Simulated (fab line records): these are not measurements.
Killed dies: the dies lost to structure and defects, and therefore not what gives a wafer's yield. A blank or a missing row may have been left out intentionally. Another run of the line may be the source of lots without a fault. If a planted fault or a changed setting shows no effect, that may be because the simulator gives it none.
8D (eight disciplines) problem report, filled in by code ; flow n5 finfet ; the parts of the form that need people (team, actions taken, sign-off) are left out
Where a reading is given only as a bound, like >300, the bound stands for it, and a mean or a difference that rests on one is marked > or <: the true number lies beyond.

== 1. WHAT WENT WRONG ==
raw defect count at N5_SD_EPI_N_INSPECT_26 reads a mean of 861 on 1 wafer of 1 lot; wafers without a fault read 193 with a standard deviation of 32. Measured from the usual mean, that is +21 standard deviations.
The step: inspects for defects (darkfield).
First observed at day 5 04:14: wafer L428.1, on defect inspect-01. At this step, 9 wafers from 3 lots have a number in the record. The rule behind "out" and "out of limits": a value lying over 4 standard deviations away from the usual mean. Any other wafer with a number is counted as sound.

== 2. WHAT IT IS, AND WHAT IT ISN'T ==
question;is;is not
which readings at this step;raw defect count;-
which lots;L428;L422, L438
which wafers of those lots;L428.1;L428.4, L428.6
read on which gauges;defect inspect-01;defect inspect-02
when;from day 5 04:14;"up to then (5 sound wafers); but 3 sound wafers of L438 came after"

== 3. THE SUSPECTS, EACH WITH WHAT RULES IT OUT ==
Counting: if a tool at a process step up to the reading ran every lot that is out, it stays a suspect. Sound lots after the first of them don't rule it out here, since some wafers of a struck lot are sound.
- the gauge at N5_SD_EPI_N_INSPECT_26 is ruled out. All the wafers that are out were read on defect inspect-01, but those of them that N5_SD_ACTIVATION_INSPECT_02 has rows for are out there too, on other tools.
- wet bench-06 at N5_SD_EPI_N_PRECLEAN_24 (cleans in O3/DIW, time 60 s): kept. It processed L428, the lot that is out, at day 5 03:17, and its most recent sound lot before then was L422 at day 3 14:46.
Remaining after the count: wet bench-06 at N5_SD_EPI_N_PRECLEAN_24.

== 4. THE CAUSE (what the simulator had put in) ==
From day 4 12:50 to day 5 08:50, wet bench-06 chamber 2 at N5_SD_EPI_N_PRECLEAN_24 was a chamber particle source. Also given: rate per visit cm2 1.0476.
This tool alone remained once counting was done.

== 5. THE EFFECT CHAIN, in route order ==
Each row: a reading whose mean over the struck wafers that have a number lies more than 3 standard deviations from the usual. Readings are gone through only where the record gives a usual standard deviation; hours: the median, over the lots, of the time from a lot's start at the first step in this table giving one to that lot's start at this step; sigmas: the change measured in usual standard deviations.
hours;step;reading;usual;on struck wafers;change;sigmas
0;N5_SD_EPI_N_INSPECT_26;raw defect count;193;861;+668;+21
0;N5_SD_EPI_P_INSPECT_11;raw defect count;2.1;>300;>+298;+99 or more
4;N5_SD_EPI_P_INSPECT_26;raw defect count;169;866;+697;+20
5;N5_SD_ACTIVATION_INSPECT_02;raw defect count;170;830;+660;+19
190;N5_PASSIVATION_PROBE_49;killed at front end;44;102;+58;+4.5
190;N5_PASSIVATION_PROBE_49;killed on rim;14;31;+17;+4.0
The process steps in it:
- N5_PASSIVATION_PROBE_49
Later steps that measure or inspect, where all struck wafers having a row at the step show a number for every such reading and not one has moved that far: N5_BEOL_M4_RC_MEAS_101.

== 6. WHAT WOULD HAVE CAUGHT IT SOONER ==
The first out-of-limits reading at a measuring or inspecting step in this record came at day 5 04:14, 15 hours after the fault's start at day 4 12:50.
By day 5 04:14 the whole set of lots that are out, 1 in number, had already begun N5_SD_EPI_N_PRECLEAN_24 on wet bench-06. Had the tool been put on hold then, not one of them would have been saved.
